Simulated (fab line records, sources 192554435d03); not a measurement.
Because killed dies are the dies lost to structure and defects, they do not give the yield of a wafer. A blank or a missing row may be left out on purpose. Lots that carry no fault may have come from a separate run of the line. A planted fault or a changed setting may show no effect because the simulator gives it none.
fab line records | flow n5_finfet | part 1 of 2: steps 1 to 4 of 6
[record] lots = 24 wafers = 72 last_day = 18
route steps=1938 shown BEOL_M8@1376 BEOL_M9@1421
lots that met no fault: taken from a fault-free run of the same line
start_h: hours from the record's first day to the start of the lot's first wafer shown | wait_h: hours elapsed since this lot's preceding step | " as in the row above | L1.1+2: several wafers, shown together as one row | - no value, or no start given | * or withheld: withheld | < > ~ a bound
route shown NAME@n: NAME is a module with steps in the file, n the number in the route of the first one | usual: the fault-free wafers' mean and standard deviation | same: alike in all rows | chamber/n: place in a boat | sites: per-site readings | _std_site: standard deviation across them | _edge_site: mean of outer sites minus mean of inner sites | radius_mm: how far each site lies from the wafer's centre | mask NAME#n: copy n | behind: the last tool/chamber to shape the wafer | hold: what put the lot on hold/how long, in hours/how the hold closed | device: which transistor (n, p or np) failed to switch | end of line: the same wafers' tests at the end of the route | step lacking rows: just its recipe | killed: dies lost to structure and defects at the first sort, not the wafer's yield | map: shows each die of a wafer: x if killed, . if not, _ if none is there
set.NAME: the run value of the setting; set.NAME@STEP: its run value at that earlier step | model.NAME: the simulator's own value behind a step, which no gauge read
a sample of lots followed through the steps of the route, with each step as a table and each wafer as a row
services: a tool's chamber out of use, with start hour (start_h, from the record's first day; less than 0 if before it), hours out, and reason
[[steps]]
[step N5_BEOL_M8_STRIP_36]
[recipe] chemistry = N2/H2 power_w = 450 temp_c = 40 pressure_mtorr = 20 rf_frequency_hz = 6e+07 overash_fraction = 0.3 bias_power_w = 7 h2_frac = 0.5 n2_flow_sccm = 200 h2_flow_sccm = 200
[usual] drypump_motor_current_A = 5.6/0.43 oes_product_au = 0.79/0.092 rf_vpp_V = 59.3/1.6 showerhead_plenum_p_Torr = 2.53/0.12 throttle_valve_pct = 23.55/0.17
// columns lot.wafer tool chamber start_h wait_h drypump_motor_current_A oes_product_au rf_hours_counter_h rf_vpp_V showerhead_plenum_p_Torr throttle_valve_pct
L074.2 rie_diel-05 2 209.82 0.0 6.3 0.74 196 55.6 2.44 23.56
L074.3 " 0 " " 5.8 0.92 23 56.3 2.47 23.46
L074.5 " 0 " " 5.8 0.92 - 59.7 2.47 23.45
L075.3 rie_diel-04 0 210.09 0.0 5.5 0.94 25 56.9 2.59 23.54
L075.5 " 1 " " 4.9 0.70 - 60.8 2.42 23.63
L075.6 " 0 " " 5.5 0.94 - 61.5 2.59 23.49
L076.1 rie_diel-03 1 211.93 0.0 6.0 0.75 144 58.5 2.41 23.51
L076.2 " 0 " " 5.5 0.87 55 62.0 2.68 23.33
L076.5 " 0 " " 5.5 0.87 - 60.0 2.68 23.30
L078.1 rie_diel-04 3 219.69 0.0 5.4 0.97 9 60.6 2.70 23.36
L078.3 " 0 " " 5.5 0.93 28 57.2 2.59 23.51
L078.5 " 0 " " 5.5 0.93 - 60.4 2.59 23.53
L077.3 rie_diel-05 0 220.75 0.0 5.8 0.92 27 59.2 2.47 23.47
L077.4 " 3 " " 6.0 0.80 118 62.8 2.69 23.75
L077.6 " 2 " " 6.3 0.73 - 62.2 2.44 23.52
L079.4 rie_diel-04 0 231.26 0.0 5.5 0.92 32 59.7 2.59 23.54
L079.5 " 0 " " 5.5 0.92 - 59.5 2.59 23.55
L079.6 " 3 " " 5.3 0.98 - 60.7 2.69 23.36
L081.1 rie_diel-04 1 237.32 0.0 4.9 0.68 209 59.2 2.42 23.63
L081.2 " 3 " " 5.3 0.96 16 62.9 2.69 23.35
L081.6 " 1 " " 4.9 0.70 - 57.1 2.42 23.67
L080.2 rie_diel-03 3 237.49 0.0 5.4 0.70 227 60.8 2.51 23.64
L080.3 " 0 " " 5.5 0.86 63 59.8 2.68 23.32
L080.4 " 1 " " 6.1 0.76 153 57.6 2.40 23.55
L083.4 rie_diel-03 1 245.64 0.0 6.1 0.75 156 58.7 2.40 23.51
L083.5 " 3 " " 5.4 0.69 - 62.9 2.51 23.62
L083.6 " 0 " " 5.5 0.84 - 59.0 2.68 23.33
L082.1 rie_diel-03 3 255.47 0.0 5.4 0.69 234 56.1 2.51 23.65
L082.4 " 2 " " 5.2 0.77 150 60.5 2.44 23.54
L082.6 " 0 " " 5.5 0.83 - 58.1 2.68 23.32
L084.4 rie_diel-04 3 255.63 0.0 5.3 0.94 23 59.4 2.69 23.37
L084.5 " 0 " " 5.5 0.91 - 58.6 2.59 23.55
L084.6 " 1 " " 4.9 0.69 - 59.0 2.41 23.68
L085.1 rie_diel-03 1 262.57 0.0 6.1 0.74 159 59.0 2.40 23.54
L085.4 " 3 " " 5.3 0.70 236 59.9 2.51 23.67
L085.5 " 2 " " 5.2 0.77 - 60.1 2.43 23.54
L086.2 rie_diel-03 1 272.34 0.0 6.0 0.75 164 60.3 2.40 23.53
L086.3 " 3 " " 5.3 0.68 241 62.5 2.50 23.63
L086.6 " 2 " " 5.2 0.77 - 55.5 2.43 23.53
L087.2 rie_diel-03 2 272.74 0.0 5.2 0.76 158 57.5 2.43 23.55
L087.4 " 3 " " 5.3 0.68 - 60.5 2.50 23.67
L087.5 " 2 " " 5.2 0.76 - 62.2 2.43 23.54
L088.1 rie_diel-03 0 291.30 0.0 5.5 0.84 80 60.6 2.67 23.34
L088.2 " 3 " " 5.3 0.67 248 58.4 2.50 23.68
L088.4 " 1 " " 6.1 0.73 171 58.6 2.40 23.56
L089.2 rie_diel-03 0 294.74 0.0 5.5 0.83 81 59.0 2.67 23.34
L089.4 " 3 " " 5.3 0.68 249 59.9 2.50 23.67
L089.5 " 1 " " 6.1 0.73 - 59.8 2.39 23.57
L090.1 rie_diel-05 3 294.86 0.0 6.0 0.79 143 59.9 2.68 23.78
L090.4 " 3 " " 5.9 0.79 - 60.8 2.68 23.79
L090.5 " 1 " " 6.5 0.88 - 56.3 2.68 23.26
L091.2 rie_diel-05 2 312.34 0.0 6.3 0.70 228 60.0 2.43 23.55
L091.3 " 0 " " 5.8 0.84 58 58.9 2.45 23.50
L091.5 " 0 " " 5.8 0.85 - 58.0 2.45 23.50
L093.1 rie_diel-04 3 314.14 0.0 5.3 0.88 49 59.0 2.68 23.41
L093.2 " 1 " " 4.9 0.67 243 60.3 2.40 23.70
L093.3 " 2 " " 6.2 0.94 6 60.9 2.71 23.68
L094.2 rie_diel-03 0 319.42 0.0 5.5 0.81 93 61.2 2.67 23.38
L094.4 " 0 " " 5.5 0.82 - 57.1 2.67 23.35
L094.5 " 2 " " 5.2 0.74 - 58.6 2.42 23.57
L095.2 rie_diel-03 1 326.70 0.0 6.1 0.73 187 57.6 2.39 23.57
L095.3 " 0 " " 5.5 0.81 95 60.8 2.67 23.37
L095.4 " 0 " " 5.5 0.80 - 56.6 2.67 23.35
L092.2 rie_diel-04 1 326.77 0.0 4.9 0.66 248 59.7 2.40 23.70
L092.4 " 3 " " 5.3 0.88 54 60.7 2.68 23.42
L092.6 " 1 " " 4.9 0.66 - 57.1 2.40 23.69
L096.2 rie_diel-04 3 340.55 0.0 5.3 0.88 60 59.2 2.67 23.41
L096.3 " 0 " " 5.5 0.87 69 57.2 2.57 23.56
L096.6 " 3 " " 5.3 0.87 - 58.3 2.67 23.40
L097.2 rie_diel-03 0 349.61 0.0 5.5 0.81 103 59.3 2.66 23.37
L097.4 " 3 " " 5.4 0.93 7 59.0 2.50 23.45
L097.6 " 1 " " 6.0 0.72 - 58.5 2.39 23.59
[step N5_BEOL_M8_CURE_75]
[recipe] temp_c = 370 time_s = 120 ambient = DMADMS/He material = SiCOH_lowk
[usual] lamp_power_pct = 52.32/0.059 wafer_temp_C_max = 371.7/0.69
// columns lot.wafer tool chamber start_h wait_h lamp_power_pct wafer_temp_C_max
L074.2 uv_cure-02 2 210.28 0.1 52.35 371.3
L074.3 " 2 " " 52.30 371.5
L074.5 " 2 " " 52.33 371.0
L075.3 uv_cure-01 1 210.59 0.1 52.27 373.1
L075.5 " 1 " " 52.35 373.4
L075.6 " 1 " " 52.28 373.1
L076.1 uv_cure-01 0 212.33 0.0 52.27 371.3
L076.2 " 0 " " 52.33 371.4
L076.5 " 0 " " 52.28 371.3
L078.1 uv_cure-01 0 220.30 0.3 52.26 371.9
L078.3 " 0 " " 52.46 371.5
L078.5 " 0 " " 52.19 372.1
L077.3 uv_cure-01 2 221.24 0.1 52.25 370.6
L077.4 " 2 " " 52.29 371.3
L077.6 " 2 " " 52.18 371.2
L079.4 uv_cure-03 2 231.80 0.2 52.39 373.2
L079.5 " 2 " " 52.26 372.6
L079.6 " 2 " " 52.28 372.4
L081.1 uv_cure-03 1 237.71 0.0 52.17 371.4
L081.2 " 1 " " 52.36 370.7
L081.6 " 1 " " 52.38 371.4
L080.2 uv_cure-02 1 237.93 0.1 52.28 371.4
L080.3 " 1 " " 52.37 371.3
L080.4 " 1 " " 52.27 371.7
L083.4 uv_cure-03 0 246.18 0.2 52.38 372.1
L083.5 " 0 " " 52.27 371.7
L083.6 " 0 " " 52.32 372.8
L082.1 uv_cure-03 2 255.86 0.0 52.34 373.5
L082.4 " 2 " " 52.28 372.5
L082.6 " 2 " " 52.38 372.3
L084.4 uv_cure-02 2 256.19 0.2 52.26 371.8
L084.5 " 2 " " 52.30 371.4
L084.6 " 2 " " 52.36 371.5
L085.1 uv_cure-03 1 262.96 0.0 52.34 371.2
L085.4 " 1 " " 52.35 371.5
L085.5 " 1 " " 52.27 371.4
L086.2 uv_cure-03 2 272.89 0.1 52.31 371.8
L086.3 " 2 " " 52.32 372.5
L086.6 " 2 " " 52.32 371.9
L087.2 uv_cure-02 2 273.18 0.1 52.31 371.6
L087.4 " 2 " " 52.33 371.6
L087.5 " 2 " " 52.40 371.1
L088.1 uv_cure-02 1 291.69 0.0 52.19 372.0
L088.2 " 1 " " 52.30 371.5
L088.4 " 1 " " 52.31 372.2
L089.2 uv_cure-01 2 295.18 0.1 52.36 371.1
L089.4 " 2 " " 52.30 371.1
L089.5 " 2 " " 52.34 371.8
L090.1 uv_cure-03 1 295.25 0.0 52.25 371.2
L090.4 " 1 " " 52.29 371.0
L090.5 " 1 " " 52.36 371.5
L091.2 uv_cure-01 2 312.79 0.1 52.26 371.1
L091.3 " 2 " " 52.30 371.5
L091.5 " 2 " " 52.36 371.1
L093.1 uv_cure-03 1 314.63 0.1 52.39 371.6
L093.2 " 1 " " 52.41 370.8
L093.3 " 1 " " 52.33 371.6
L094.2 uv_cure-03 0 319.86 0.1 52.27 371.8
L094.4 " 0 " " 52.41 372.3
L094.5 " 0 " " 52.42 372.3
L095.2 uv_cure-01 2 327.48 0.4 52.33 371.5
L095.3 " 2 " " 52.22 371.2
L095.4 " 2 " " 52.28 371.4
L092.2 uv_cure-03 0 327.60 0.5 52.29 372.3
L092.4 " 0 " " 52.39 372.6
L092.6 " 0 " " 52.33 371.9
L096.2 uv_cure-01 0 341.12 0.2 52.36 371.1
L096.3 " 0 " " 52.32 371.6
L096.6 " 0 " " 52.26 371.3
L097.2 uv_cure-01 0 350.05 0.1 52.37 371.4
L097.4 " 0 " " 52.26 371.8
L097.6 " 0 " " 52.34 371.5
[step N5_BEOL_M8_ALD_77]
[recipe] material = TaN target_thk_a = 20 temp_c = 275 ald_precursor_family = PDMAT ald_co_reactant = NH3 pressure_torr = 3 carrier_flow_sccm = 1500 pulse_time_s = 2 purge_time_s = 3 co_reactant_purge_time_s = 2 co_reactant_pulse_time_s = 3 ald_cycles = 40 precursor_vessel_temp_c = 75 precursor_vessel_pressure_torr = 26.25 precursor_vessel_carrier_sccm = 1000
[usual] chamber_pressure_Torr = 3.001/0.0062 heater_power_w = 434/45 precursor_vessel_carrier_sccm = 1000/3.2 precursor_vessel_temp_c = 75.01/0.13
// columns lot.wafer tool chamber start_h wait_h chamber_pressure_Torr heater_power_w precursor_vessel_carrier_sccm precursor_vessel_temp_c
L074.2 ald_metal-02 0 210.89 0.0 3.005 436 1001 75.06
L074.3 " 1 " " 2.997 387 1002 74.95
L074.5 " 2 " " 3.008 482 1005 74.99
L075.3 ald_metal-03 3 211.39 0.2 3.007 383 998 74.91
L075.5 " 1 " " 2.999 410 1003 74.98
L075.6 " 2 " " 3.008 381 1005 74.98
L076.1 ald_metal-02 3 213.11 0.2 2.996 453 1001 75.20
L076.2 " 1 " " 3.003 388 997 75.06
L076.5 " 3 " " 2.997 438 1000 75.01
L078.1 ald_metal-02 2 220.81 0.0 3.006 482 996 74.93
L078.3 " 0 " " 3.008 449 997 74.93
L078.5 " 0 " " 3.003 438 1000 75.12
L077.3 ald_metal-01 2 221.56 0.0 3.009 418 1000 75.08
L077.4 " 1 " " 2.990 412 1002 75.00
L077.6 " 2 " " 3.004 416 997 75.08
L079.4 ald_metal-03 3 232.81 0.2 2.997 376 997 74.98
L079.5 " 3 " " 2.997 384 999 75.13
L079.6 " 2 " " 2.986 378 1003 74.99
L081.1 ald_metal-01 0 238.25 0.1 3.006 441 996 75.18
L081.2 " 3 " " 3.000 561 1005 74.92
L081.6 " 3 " " 3.000 554 1003 75.08
L080.2 ald_metal-02 0 238.43 0.0 2.993 454 1004 75.05
L080.3 " 3 " " 2.996 445 1001 75.00
L080.4 " 1 " " 3.001 382 997 75.14
L083.4 ald_metal-03 2 246.76 0.1 2.994 385 998 74.96
L083.5 " 1 " " 3.004 397 998 74.94
L083.6 " 2 " " 2.985 373 1001 74.97
L082.1 ald_metal-01 1 256.56 0.1 3.014 405 998 75.09
L082.4 " 2 " " 3.006 409 1004 75.04
L082.6 " 3 " " 3.001 551 996 75.09
L084.4 ald_metal-02 3 256.61 0.0 3.011 439 995 74.99
L084.5 " 1 " " 2.997 394 1002 74.94
L084.6 " 0 " " 2.990 445 997 74.97
L085.1 ald_metal-02 3 263.80 0.1 3.002 444 996 75.06
L085.4 " 2 " " 2.998 485 1002 75.22
L085.5 " 1 " " 3.003 396 1003 74.82
L086.2 ald_metal-03 0 273.67 0.3 2.997 482 1002 75.05
L086.3 " 1 " " 3.001 404 999 75.09
L086.6 " 0 " " 3.001 498 1004 75.12
L087.2 ald_metal-02 3 275.31 0.0 2.999 442 1004 75.36
L087.4 " 1 " " 2.991 387 1004 74.95
L087.5 " 3 " " 2.995 446 1000 75.16
L088.1 ald_metal-03 0 294.55 0.0 2.998 484 998 75.17
L088.2 " 1 " " 2.997 404 1001 74.85
L088.4 " 3 " " 2.999 386 1000 75.07
L089.2 ald_metal-03 0 295.64 0.0 3.003 477 1000 75.06
L089.4 " 1 " " 2.998 407 998 75.17
L089.5 " 0 " " 3.008 481 999 74.96
L090.1 ald_metal-02 3 295.77 0.1 3.005 449 996 75.04
L090.4 " 0 " " 3.010 437 997 75.18
L090.5 " 2 " " 3.002 468 995 74.89
L091.2 ald_metal-01 0 313.41 0.1 3.004 420 999 75.19
L091.3 " 2 " " 2.994 407 997 74.79
L091.5 " 2 " " 2.989 418 996 75.06
L093.1 ald_metal-02 1 315.42 0.0 2.999 389 1004 75.13
L093.2 " 2 " " 3.001 475 997 74.92
L093.3 " 3 " " 3.001 442 1000 74.98
L094.2 ald_metal-02 2 320.64 0.1 3.002 470 999 74.98
L094.4 " 3 " " 2.997 440 997 75.27
L094.5 " 2 " " 3.008 481 1000 75.01
L095.2 ald_metal-03 2 328.73 0.0 3.004 374 998 75.14
L095.3 " 0 " " 3.001 469 1000 74.96
L095.4 " 3 " " 3.012 384 1002 75.20
L092.2 ald_metal-02 1 328.81 0.0 2.990 400 995 74.84
L092.4 " 2 " " 2.997 481 998 74.88
L092.6 " 3 " " 3.008 457 996 75.03
L096.2 ald_metal-03 2 341.49 0.0 3.010 379 1001 75.14
L096.3 " 3 " " 2.996 393 998 74.95
L096.6 " 0 " " 3.005 468 1005 74.62
L097.2 ald_metal-03 0 350.49 0.1 2.989 479 995 75.09
L097.4 " 3 " " 3.008 381 998 74.73
L097.6 " 0 " " 2.990 480 1003 75.13
[step N5_BEOL_M8_SURFACE_TREAT_79]
[recipe] gas = Ar time_s = * ion_energy_ev = * ion_current_ma_cm2 = 0.5 pressure_mtorr = * ar_flow_sccm = 30
[usual] throttle_valve_pct = *
// columns lot.wafer tool chamber start_h wait_h throttle_valve_pct
L074.2 pvd_sputter-03 - 211.49 0.5 *
L074.3 " - " " *
L074.5 " - " " *
L075.3 pvd_sputter-03 - 211.70 0.2 *
L075.5 " - " " *
L075.6 " - " " *
L076.1 pvd_sputter-01 - 213.49 0.2 *
L076.2 " - " " *
L076.5 " - " " *
L078.1 pvd_sputter-03 - 221.11 0.2 *
L078.3 " - " " *
L078.5 " - " " *
L077.3 pvd_sputter-02 - 222.08 0.4 *
L077.4 " - " " *
L077.6 " - " " *
L079.4 pvd_sputter-01 - 233.17 0.2 *
L079.5 " - " " *
L079.6 " - " " *
L081.1 pvd_sputter-01 - 238.57 0.2 *
L081.2 " - " " *
L081.6 " - " " *
L080.2 pvd_sputter-01 - 238.81 0.2 *
L080.3 " - " " *
L080.4 " - " " *
L083.4 pvd_sputter-03 - 247.11 0.2 *
L083.5 " - " " *
L083.6 " - " " *
L082.1 pvd_sputter-03 - 256.91 0.2 *
L082.4 " - " " *
L082.6 " - " " *
L084.4 pvd_sputter-03 - 256.95 0.2 *
L084.5 " - " " *
L084.6 " - " " *
L085.1 pvd_sputter-01 - 264.11 0.2 *
L085.4 " - " " *
L085.5 " - " " *
L086.2 pvd_sputter-01 - 274.87 1.1 *
L086.3 " - " " *
L086.6 " - " " *
L087.2 pvd_sputter-03 - 275.62 0.2 *
L087.4 " - " " *
L087.5 " - " " *
L088.1 pvd_sputter-01 - 294.95 0.3 *
L088.2 " - " " *
L088.4 " - " " *
L089.2 pvd_sputter-01 - 296.07 0.3 *
L089.4 " - " " *
L089.5 " - " " *
L090.1 pvd_sputter-02 - 297.74 1.8 *
L090.4 " - " " *
L090.5 " - " " *
L091.2 pvd_sputter-01 - 313.75 0.2 *
L091.3 " - " " *
L091.5 " - " " *
L093.1 pvd_sputter-03 - 315.76 0.2 *
L093.2 " - " " *
L093.3 " - " " *
L094.2 pvd_sputter-02 - 320.92 0.2 *
L094.4 " - " " *
L094.5 " - " " *
L095.2 pvd_sputter-01 - 329.04 0.2 *
L095.3 " - " " *
L095.4 " - " " *
L092.2 pvd_sputter-01 - 329.09 0.2 *
L092.4 " - " " *
L092.6 " - " " *
L096.2 pvd_sputter-03 - 341.88 0.3 *
L096.3 " - " " *
L096.6 " - " " *
L097.2 pvd_sputter-01 - 350.83 0.2 *
L097.4 " - " " *
L097.6 " - " " *
